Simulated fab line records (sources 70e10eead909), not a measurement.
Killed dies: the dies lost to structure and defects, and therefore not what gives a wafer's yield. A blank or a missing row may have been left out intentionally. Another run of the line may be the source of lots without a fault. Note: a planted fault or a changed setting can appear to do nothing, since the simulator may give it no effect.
A sampling plan put to the test / flow nand_harc / one fab line, 25 faults that these records tell of, each judged on the records of the lots that it struck; 1 more is left out, because the records don't allow judging it
What counts as the plan is the set of the line's own looks, namely the steps on the route at which a gauge or an inspection reads a wafer and does not change it. A look is open to judgement when struck wafers have a number at it and the file gives its usual mean and standard deviation on fault-free wafers. Caught: a look later than the fault's first step finds the struck wafers' mean 4 or more of those standard deviations (sigma) from the usual mean. On the tool: the identical test, applied to the tool's own readings at the steps of the fault. A different recipe on the struck wafers counts as caught too, as does a record blank only for those wafers.

## THE FAULTS, as the simulator had put them in
1. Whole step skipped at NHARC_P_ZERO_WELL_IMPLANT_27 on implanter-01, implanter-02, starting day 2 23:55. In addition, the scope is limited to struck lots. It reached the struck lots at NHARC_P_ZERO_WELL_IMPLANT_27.
2. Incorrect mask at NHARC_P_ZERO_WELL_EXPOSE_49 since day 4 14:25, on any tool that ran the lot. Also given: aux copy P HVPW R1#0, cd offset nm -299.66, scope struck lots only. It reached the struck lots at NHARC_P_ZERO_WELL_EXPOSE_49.
3. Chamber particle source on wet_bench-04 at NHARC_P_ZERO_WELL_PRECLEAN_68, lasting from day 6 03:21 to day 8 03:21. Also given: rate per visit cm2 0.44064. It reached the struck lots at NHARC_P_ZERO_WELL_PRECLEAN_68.
4. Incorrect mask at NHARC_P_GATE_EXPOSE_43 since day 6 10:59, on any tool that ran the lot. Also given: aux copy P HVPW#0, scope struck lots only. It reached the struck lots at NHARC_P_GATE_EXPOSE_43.
5. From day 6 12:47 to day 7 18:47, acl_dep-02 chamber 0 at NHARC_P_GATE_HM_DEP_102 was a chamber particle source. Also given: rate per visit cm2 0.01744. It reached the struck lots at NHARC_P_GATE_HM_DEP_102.
6. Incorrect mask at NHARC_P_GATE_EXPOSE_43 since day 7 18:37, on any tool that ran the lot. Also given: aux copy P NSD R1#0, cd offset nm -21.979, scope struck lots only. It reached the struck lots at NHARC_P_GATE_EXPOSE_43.
7. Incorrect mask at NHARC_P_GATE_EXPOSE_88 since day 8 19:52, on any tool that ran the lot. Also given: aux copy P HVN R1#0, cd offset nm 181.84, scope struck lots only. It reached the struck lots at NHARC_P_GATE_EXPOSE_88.
8. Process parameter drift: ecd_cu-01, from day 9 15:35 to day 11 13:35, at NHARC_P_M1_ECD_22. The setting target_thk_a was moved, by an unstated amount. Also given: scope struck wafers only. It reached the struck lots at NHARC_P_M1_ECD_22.
9. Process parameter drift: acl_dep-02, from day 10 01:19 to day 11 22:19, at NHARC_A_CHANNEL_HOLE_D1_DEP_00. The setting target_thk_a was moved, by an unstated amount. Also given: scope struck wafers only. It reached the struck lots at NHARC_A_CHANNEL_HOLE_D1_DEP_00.
10. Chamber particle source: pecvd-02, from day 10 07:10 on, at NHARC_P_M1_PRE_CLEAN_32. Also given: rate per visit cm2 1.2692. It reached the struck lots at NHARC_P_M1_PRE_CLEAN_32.
11. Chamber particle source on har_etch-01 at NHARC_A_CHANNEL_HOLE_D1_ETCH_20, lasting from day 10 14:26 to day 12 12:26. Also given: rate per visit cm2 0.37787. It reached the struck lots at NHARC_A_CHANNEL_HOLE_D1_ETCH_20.
12. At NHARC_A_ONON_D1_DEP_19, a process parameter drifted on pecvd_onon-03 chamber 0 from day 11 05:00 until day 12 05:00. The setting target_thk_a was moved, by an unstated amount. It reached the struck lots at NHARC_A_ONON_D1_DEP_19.
13. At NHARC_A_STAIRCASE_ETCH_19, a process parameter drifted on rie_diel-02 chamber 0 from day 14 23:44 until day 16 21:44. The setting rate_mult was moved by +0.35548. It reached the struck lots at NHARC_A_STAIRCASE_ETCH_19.
14. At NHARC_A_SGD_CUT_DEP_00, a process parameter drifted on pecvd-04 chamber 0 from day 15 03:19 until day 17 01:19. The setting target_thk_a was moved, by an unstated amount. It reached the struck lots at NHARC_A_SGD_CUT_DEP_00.
15. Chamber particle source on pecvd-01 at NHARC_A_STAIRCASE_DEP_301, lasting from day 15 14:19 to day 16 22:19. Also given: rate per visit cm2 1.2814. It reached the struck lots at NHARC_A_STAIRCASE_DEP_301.
16. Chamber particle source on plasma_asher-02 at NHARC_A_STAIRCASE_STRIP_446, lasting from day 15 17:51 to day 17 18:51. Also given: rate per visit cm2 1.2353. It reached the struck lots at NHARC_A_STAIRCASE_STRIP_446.
17. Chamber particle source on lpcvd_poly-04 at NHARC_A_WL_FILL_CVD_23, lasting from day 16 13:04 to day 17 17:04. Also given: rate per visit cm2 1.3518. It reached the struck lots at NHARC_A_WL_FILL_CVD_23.
18. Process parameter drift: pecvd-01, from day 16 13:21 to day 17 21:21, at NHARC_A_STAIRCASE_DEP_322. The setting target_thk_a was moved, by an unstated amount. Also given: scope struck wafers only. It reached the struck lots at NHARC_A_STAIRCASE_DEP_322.
19. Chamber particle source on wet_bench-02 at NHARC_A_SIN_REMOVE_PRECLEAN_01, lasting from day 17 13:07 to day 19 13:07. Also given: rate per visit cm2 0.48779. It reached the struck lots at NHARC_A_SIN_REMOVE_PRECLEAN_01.
20. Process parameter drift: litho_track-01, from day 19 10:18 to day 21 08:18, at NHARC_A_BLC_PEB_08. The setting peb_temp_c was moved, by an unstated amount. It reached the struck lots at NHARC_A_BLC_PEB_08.
21. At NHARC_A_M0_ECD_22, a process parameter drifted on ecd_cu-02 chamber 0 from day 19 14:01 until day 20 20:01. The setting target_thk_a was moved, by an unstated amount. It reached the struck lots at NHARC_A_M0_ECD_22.
22. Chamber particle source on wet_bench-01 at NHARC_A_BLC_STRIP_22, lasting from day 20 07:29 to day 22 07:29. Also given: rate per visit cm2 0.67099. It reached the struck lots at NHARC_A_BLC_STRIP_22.
23. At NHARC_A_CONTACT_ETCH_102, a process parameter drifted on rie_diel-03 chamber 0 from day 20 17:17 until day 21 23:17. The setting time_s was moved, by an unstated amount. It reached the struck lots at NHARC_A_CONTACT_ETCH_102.
24. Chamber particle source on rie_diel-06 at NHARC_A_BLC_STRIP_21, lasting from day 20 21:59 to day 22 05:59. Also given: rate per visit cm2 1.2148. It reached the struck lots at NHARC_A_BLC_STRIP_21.
25. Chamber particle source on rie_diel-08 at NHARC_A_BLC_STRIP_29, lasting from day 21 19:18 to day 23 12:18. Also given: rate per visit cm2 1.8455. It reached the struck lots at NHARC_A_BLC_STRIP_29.

## WHAT THE PLAN SAW
fault=1; on the tool itself=the tool's record is blank for the struck wafers; first look that catches it=NHARC_END_SORT_01; reading, sigma=killed_at_periphery +99 or beyond; median hours from its first step to that look=434.5; hours from the fault's start to the first struck lot there=434; judged looks passed uncaught=0
fault=2; on the tool itself=no reading that can be judged; first look that catches it=NHARC_P_ZERO_WELL_CD_MEAS_52; reading, sigma=cd_nm -99 or beyond; median hours from its first step to that look=0.2; hours from the fault's start to the first struck lot there=3; judged looks passed uncaught=0
fault=3; on the tool itself=under 2 sigma; first look that catches it=NHARC_P_ZERO_WELL_INSPECT_43; reading, sigma=raw_defect_count +47; median hours from its first step to that look=1.0; hours from the fault's start to the first struck lot there=4; judged looks passed uncaught=0
fault=4; on the tool itself=no reading that can be judged; first look that catches it=NHARC_END_SORT_01; reading, sigma=killed_at_periphery +99 or beyond; median hours from its first step to that look=342.8; hours from the fault's start to the first struck lot there=350; judged looks passed uncaught=0
fault=5; on the tool itself=under 2 sigma; first look that catches it=not the one look that can be judged after it; reading, sigma=strongest: killed_at_periphery at NHARC_END_SORT_01, +3.6; median hours from its first step to that look=-; hours from the fault's start to the first struck lot there=-; judged looks passed uncaught=1
fault=6; on the tool itself=under 2 sigma; first look that catches it=NHARC_P_GATE_CD_MEAS_46; reading, sigma=cd_nm -8.7; median hours from its first step to that look=0.1; hours from the fault's start to the first struck lot there=5; judged looks passed uncaught=0
fault=7; on the tool itself=no reading that can be judged; first look that catches it=NHARC_P_GATE_CD_MEAS_91; reading, sigma=cd_nm +61; median hours from its first step to that look=0.2; hours from the fault's start to the first struck lot there=3; judged looks passed uncaught=0
fault=8; on the tool itself=no reading that can be judged; first look that catches it=not the one look that can be judged after it; reading, sigma=-; median hours from its first step to that look=-; hours from the fault's start to the first struck lot there=-; judged looks passed uncaught=1
fault=9; on the tool itself=under 2 sigma; first look that catches it=NHARC_END_SORT_01; reading, sigma=killed_at_array +57; median hours from its first step to that look=271.8; hours from the fault's start to the first struck lot there=281; judged looks passed uncaught=0
fault=10; on the tool itself=under 2 sigma; first look that catches it=NHARC_P_M2_INSPECT_11; reading, sigma=raw_defect_count +99 or beyond; median hours from its first step to that look=1.4; hours from the fault's start to the first struck lot there=2; judged looks passed uncaught=0
fault=11; on the tool itself=under 2 sigma; first look that catches it=NHARC_A_CHANNEL_HOLE_D1_INSPECT_40; reading, sigma=raw_defect_count +15; median hours from its first step to that look=5.5; hours from the fault's start to the first struck lot there=8; judged looks passed uncaught=0
fault=12; on the tool itself=under 2 sigma; first look that catches it=NHARC_A_ONON_D1_THK_MEAS_21; reading, sigma=thk_nm -36; median hours from its first step to that look=0.5; hours from the fault's start to the first struck lot there=0; judged looks passed uncaught=0
fault=13; on the tool itself=oes_product_au +16 sigma; first look that catches it=NHARC_END_SORT_01; reading, sigma=killed_at_array +58; median hours from its first step to that look=211.7; hours from the fault's start to the first struck lot there=225; judged looks passed uncaught=0
fault=14; on the tool itself=under 2 sigma; first look that catches it=NHARC_END_SORT_01; reading, sigma=killed_at_array +58; median hours from its first step to that look=141.0; hours from the fault's start to the first struck lot there=143; judged looks passed uncaught=0
fault=15; on the tool itself=under 2 sigma; first look that catches it=NHARC_END_SORT_01; reading, sigma=killed_at_array +4.1; median hours from its first step to that look=188.7; hours from the fault's start to the first struck lot there=191; judged looks passed uncaught=0
fault=16; on the tool itself=under 2 sigma; first look that catches it=NHARC_END_SORT_01; reading, sigma=killed_at_array +5.9; median hours from its first step to that look=140.5; hours from the fault's start to the first struck lot there=137; judged looks passed uncaught=1
fault=17; on the tool itself=under 2 sigma; first look that catches it=NHARC_END_SORT_01; reading, sigma=killed_at_array +5.5; median hours from its first step to that look=91.7; hours from the fault's start to the first struck lot there=108; judged looks passed uncaught=0
fault=18; on the tool itself=under 2 sigma; first look that catches it=NHARC_END_SORT_01; reading, sigma=killed_at_array +57; median hours from its first step to that look=166.3; hours from the fault's start to the first struck lot there=168; judged looks passed uncaught=0
fault=19; on the tool itself=under 2 sigma; first look that catches it=NHARC_A_SIN_REMOVE_INSPECT_04; reading, sigma=raw_defect_count +5.6; median hours from its first step to that look=0.2; hours from the fault's start to the first struck lot there=9; judged looks passed uncaught=0
fault=20; on the tool itself=plate_temp_C -17 sigma; first look that catches it=NHARC_A_BLC_CD_MEAS_10; reading, sigma=cd_nm -10; median hours from its first step to that look=0.1; hours from the fault's start to the first struck lot there=1; judged looks passed uncaught=0
fault=21; on the tool itself=under 2 sigma; first look that catches it=not the one look that can be judged after it; reading, sigma=-; median hours from its first step to that look=-; hours from the fault's start to the first struck lot there=-; judged looks passed uncaught=1
fault=22; on the tool itself=no reading that can be judged; first look that catches it=NHARC_END_SORT_01; reading, sigma=killed_at_array +4.6; median hours from its first step to that look=61.4; hours from the fault's start to the first struck lot there=53; judged looks passed uncaught=1
fault=23; on the tool itself=run_length_s -12 sigma; first look that catches it=NHARC_END_SORT_01; reading, sigma=killed_at_array +58; median hours from its first step to that look=79.9; hours from the fault's start to the first struck lot there=84; judged looks passed uncaught=0
fault=24; on the tool itself=under 2 sigma; first look that catches it=NHARC_END_SORT_01; reading, sigma=killed_at_array +6.3; median hours from its first step to that look=55.2; hours from the fault's start to the first struck lot there=63; judged looks passed uncaught=2
fault=25; on the tool itself=under 2 sigma; first look that catches it=NHARC_END_SORT_01; reading, sigma=killed_at_array +8.5; median hours from its first step to that look=50.2; hours from the fault's start to the first struck lot there=49; judged looks passed uncaught=1
A dash: the fault is not caught, or the number is missing from these records.

Caught at a look: 22 of 25. Caught on the tool: 4 of 25. By one or the other: 22 of 25.
Caught at a look alone: faults 2, 3, 4, 6, 7, 9, 10, 11, 12, 14, 15, 16, 17, 18, 19, 22, 24, 25.
Caught by neither: faults 5, 8, 21.

## THINNER SAMPLING
In the worst case, this is how late the first struck lot would be measured if the look that catches a fault measured only every second or every third lot, by lot number:
fault=1; struck lots at that look, in order of time=L215, L216; every lot=434 h; every second lot=443 h; every third lot=may miss all 2
fault=2; struck lots at that look, in order of time=L812; every lot=3 h; every second lot=may miss it; every third lot=may miss it
fault=3; struck lots at that look, in order of time=L148, L151, L152; every lot=4 h; every second lot=22 h; every third lot=may miss all 3
fault=4; struck lots at that look, in order of time=L865; every lot=350 h; every second lot=may miss it; every third lot=may miss it
fault=6; struck lots at that look, in order of time=L175; every lot=5 h; every second lot=may miss it; every third lot=may miss it
fault=7; struck lots at that look, in order of time=L907; every lot=3 h; every second lot=may miss it; every third lot=may miss it
fault=9; struck lots at that look, in order of time=L491, L495; every lot=281 h; every second lot=may miss all 2; every third lot=may miss all 2
fault=10; struck lots at that look, in order of time=L886; every lot=2 h; every second lot=may miss it; every third lot=may miss it
fault=11; struck lots at that look, in order of time=L568, L571; every lot=8 h; every second lot=28 h; every third lot=may miss all 2
fault=12; struck lots at that look, in order of time=L582, L583, L587; every lot=0 h; every second lot=1 h; every third lot=21 h
fault=13; struck lots at that look, in order of time=L119, L122, L121; every lot=225 h; every second lot=232 h; every third lot=may miss all 3
fault=14; struck lots at that look, in order of time=L468, L471; every lot=143 h; every second lot=161 h; every third lot=may miss all 2
fault=15; struck lots at that look, in order of time=L450, L452; every lot=191 h; every second lot=may miss all 2; every third lot=may miss all 2
fault=16; struck lots at that look, in order of time=L568, L569, L574; every lot=137 h; every second lot=143 h; every third lot=may miss all 3
fault=17; struck lots at that look, in order of time=L604, L605; every lot=108 h; every second lot=109 h; every third lot=may miss all 2
fault=18; struck lots at that look, in order of time=L800, L799; every lot=168 h; every second lot=184 h; every third lot=may miss all 2
fault=19; struck lots at that look, in order of time=L941, L947; every lot=9 h; every second lot=may miss all 2; every third lot=may miss all 2
fault=20; struck lots at that look, in order of time=L204, L208, L210; every lot=1 h; every second lot=may miss all 3; every third lot=may miss all 3
fault=22; struck lots at that look, in order of time=L199, L206; every lot=53 h; every second lot=110 h; every third lot=may miss all 2
fault=23; struck lots at that look, in order of time=L709, L713; every lot=84 h; every second lot=may miss all 2; every third lot=may miss all 2
fault=24; struck lots at that look, in order of time=L638, L642; every lot=63 h; every second lot=may miss all 2; every third lot=may miss all 2
fault=25; struck lots at that look, in order of time=L570, L574, L572; every lot=49 h; every second lot=may miss all 3; every third lot=58 h
Hours are from the fault's start to the first struck lot that is measured. The limit of 4 sigma was tested on all struck wafers together, so one lot alone may lie under it. Other struck lots may not be in these records.

## THE LONGEST TIMED WAY FROM STEP TO LOOK
For fault 1, NHARC_P_ZERO_WELL_IMPLANT_27 and NHARC_END_SORT_01 are separated by a median of 434.5 hours. No look between them can be judged.
